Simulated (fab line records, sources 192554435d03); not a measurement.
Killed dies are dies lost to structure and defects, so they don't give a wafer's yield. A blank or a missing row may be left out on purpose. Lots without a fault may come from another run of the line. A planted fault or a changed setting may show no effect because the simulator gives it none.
A struck lot beside a sound one | flow n5_finfet | 22 steps out of a route of 1938
Sound: wafers L928.2, L928.3, L928.6. Struck: wafers L942.2, L942.3, L942.6. The cause comes at the end.
At each step with rows: each side's tool, then ch and its chambers, then its first start. Under that, the readings that differ: sound wafers | struck wafers | difference of the means | sigmas: that difference in standard deviations of wafers without a fault.
alike: readings whose means differ by less than 2 such deviations, and words and numbers that are the same on both sides. not compared: withheld readings, readings that some wafer has no value for, bounds like >300 that may hide the same value, and numbers for which the record gives no deviation and whose values overlap.
The two part at a step that has a row with sigmas, a row that says differs or no value, or rows on one side only. Numbers that don't overlap but have no deviation are shown without sigmas and don't part them. A reading that every wafer of one side lacks parts them only if that side has two wafers or more.

first, 8 steps without rows for these wafers: N5_BEOL_M15_CMP_49 (polishes, stops on SiO2, t overpolish 4.9 s, target thk 850 nm); N5_BEOL_M15_PRE_CLEAN_52 (time 15 s); N5_BEOL_M15_DEP_53 (deposits SiCN from 3MS/NH3, target thk 50 nm, time 17.8 s); N5_PASSIVATION_PECVD_00 (deposits SiO2 from SiH4/N2O, target thk 200 nm, time 11.2 s); N5_MIM_BOT_DEGAS_01 (time 60 s); N5_MIM_BOT_SPUTTER_00 (material TiN, target thk 35 nm, time 89.7 s); N5_MIM_TOP_ALD_00 (deposits Al2O3, purge time 3 s, co reactant pulse time 3 s); N5_MIM_TOP_ALD_01 (deposits HfO2, target thk 5.6 nm, pulse time 1 s, purge time 3 s).
N5_MIM_TOP_ALD_02: deposits Al2O3, purge time 3 s, co reactant pulse time 3 s.
  sound on ald_hk-02 ch 0,2,3, day 12 16:00; struck on ald_hk-01 ch 0,1,2, day 17 08:00
  alike: precursor_pulse_height_rel
then, 10 steps without rows for these wafers: N5_MIM_TOP_DEGAS_04 (time 60 s); N5_MIM_TOP_SPUTTER_03 (material TiN, target thk 35 nm, time 89.7 s); N5_MIM_TOP_LITHO_HMDS_01 (time 60 s); N5_MIM_TOP_LITHO_COAT_02; N5_MIM_TOP_LITHO_EBR_04; N5_MIM_TOP_LITHO_SOFTBAKE_03 (time 90 s); N5_MIM_TOP_LITHO_EXPOSE_05 (exposes mask MIM TOP, target cd 2000 nm); N5_MIM_TOP_LITHO_PEB_06; N5_MIM_TOP_LITHO_DEVELOP_07 (develop time 60 s); N5_MIM_TOP_LITHO_HARDBAKE_09 (time 120 s).
N5_MIM_TOP_LITHO_INSPECT_12: inspects for defects (macro).
  sound on defect_inspect-01, day 12 17:23; struck on defect_inspect-01, day 17 12:02
  reading          | sound | struck         | difference | sigmas
  raw_defect_count | 3 2 3 | >300 >300 >300 | differs    |
then, 1 step without rows for these wafers: N5_MIM_TOP_LITHO_DESCUM_10 (chemistry O2, time 7.9 s).
N5_PASSIVATION_PROBE_49:
  sound on prober-01, day 13 05:29; struck on prober-02, day 17 22:46
  reading                  | sound          | struck         | difference | sigmas
  defect_limited_yield (%) | 91.6 91.7 92.6 | 78.4 79.8 81.4 | -12.1      | -9
  killed_at_other          | 2 0 2          | 154 143 134    | +142       | +46
  killed_dies              | 99 98 87       | 255 238 220    | +143       | +10
  sort_bin_5_function (%)  | 4.7 4.5 4.0    | 13.8 11.9 10.8 | +7.8       | +9
  sort_bin_8_speed (%)     | 0 0 0          | 0.42 0 0       | +0.14      | +3
  sort_n_pass              | 1081 1082 1093 | 920 942 960    | -145       | -10
  sort_yield_pct (%)       | 91.6 91.7 92.6 | 78.0 79.8 81.4 | -12.2      | -9
  alike: killed_at_M0_to_M3, killed_at_M4_up, killed_at_contacts, killed_at_front_end, killed_open, killed_short, sort_bin_6_memory

WHERE THEY PART
First at N5_MIM_TOP_LITHO_INSPECT_12; last, within this record, at N5_PASSIVATION_PROBE_49.

WHY: what the simulator had put in
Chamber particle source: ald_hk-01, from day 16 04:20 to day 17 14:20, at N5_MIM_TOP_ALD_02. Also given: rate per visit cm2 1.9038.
